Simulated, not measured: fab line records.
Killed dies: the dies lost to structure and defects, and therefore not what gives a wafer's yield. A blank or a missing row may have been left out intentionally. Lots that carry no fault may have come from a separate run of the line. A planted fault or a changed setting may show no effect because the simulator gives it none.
Chamber matching :: flow n5_finfet :: rie_diel-02 running N5_BEOL_M8_VIA_ETCH_34: 4 sister chambers
The step etches SiCOH lowk in C4F6/O2, target depth 125.5 nm, time 50.5 s. 8 wafers are shown with their chamber, then 9 later ones without.

WAFERS, EACH WITH ITS CHAMBER
wafer: L081.2
chamber: 3
drypump_motor_current_A (A): 5.8
showerhead_plenum_p_Torr (Torr): 2.85

wafer: L081.6
chamber: 1
drypump_motor_current_A (A): 6.2
showerhead_plenum_p_Torr (Torr): 2.81

wafer: L084.6
chamber: 3
drypump_motor_current_A (A): 5.9
showerhead_plenum_p_Torr (Torr): 2.84

wafer: L087.4
chamber: 2
drypump_motor_current_A (A): 5.1
showerhead_plenum_p_Torr (Torr): 2.84

wafer: L087.5
chamber: 0
drypump_motor_current_A (A): 6.5
showerhead_plenum_p_Torr (Torr): 2.97

wafer: L090.2
chamber: 0
drypump_motor_current_A (A): 6.5
showerhead_plenum_p_Torr (Torr): 2.96

wafer: L090.5
chamber: 2
drypump_motor_current_A (A): 5.1
showerhead_plenum_p_Torr (Torr): 2.84

wafer: L090.6
chamber: 1
drypump_motor_current_A (A): 6.3
showerhead_plenum_p_Torr (Torr): 2.80

WAFERS MISSING THEIR CHAMBER
wafer: L092.1
drypump_motor_current_A (A): 5.1
showerhead_plenum_p_Torr (Torr): 2.84

wafer: L092.3
drypump_motor_current_A (A): 6.6
showerhead_plenum_p_Torr (Torr): 2.96

wafer: L092.4
drypump_motor_current_A (A): 6.2
showerhead_plenum_p_Torr (Torr): 2.80

wafer: L094.1
drypump_motor_current_A (A): 5.1
showerhead_plenum_p_Torr (Torr): 2.83

wafer: L094.2
drypump_motor_current_A (A): 5.9
showerhead_plenum_p_Torr (Torr): 2.84

wafer: L094.3
drypump_motor_current_A (A): 6.3
showerhead_plenum_p_Torr (Torr): 2.80

wafer: L095.2
drypump_motor_current_A (A): 5.1
showerhead_plenum_p_Torr (Torr): 2.83

wafer: L095.3
drypump_motor_current_A (A): 5.9
showerhead_plenum_p_Torr (Torr): 2.83

wafer: L095.5
drypump_motor_current_A (A): 5.9
showerhead_plenum_p_Torr (Torr): 2.83

THE CHAMBER EACH PASSED THROUGH
wafer: L092.1
from the rows above: 2
in truth: 2

wafer: L092.3
from the rows above: 0
in truth: 0

wafer: L092.4
from the rows above: 1
in truth: 1

wafer: L094.1
from the rows above: 2
in truth: 2

wafer: L094.2
from the rows above: 3
in truth: 3

wafer: L094.3
from the rows above: 1
in truth: 1

wafer: L095.2
from the rows above: 2
in truth: 2

wafer: L095.3
from the rows above: 3
in truth: 3

wafer: L095.5
from the rows above: 3
in truth: 3
Correctly placed: 9 of 9. Can't be placed from these rows: 0. 0 placed wrongly.
How it was worked out, from the rows above alone: a wafer's distance from a chamber is the root of the sum, over the readings, of the square of ((its reading less the chamber's mean) divided by the reading's scatter). The wafer belongs to the nearest chamber; if the next one is less than 2 further off, it can't be placed. A chamber's mean is the mean of its shown wafers. How the scatter is found: for the shown wafers, subtract from each reading the mean of its chamber, square and add these, divide the total by (wafers less chambers), then take the root.
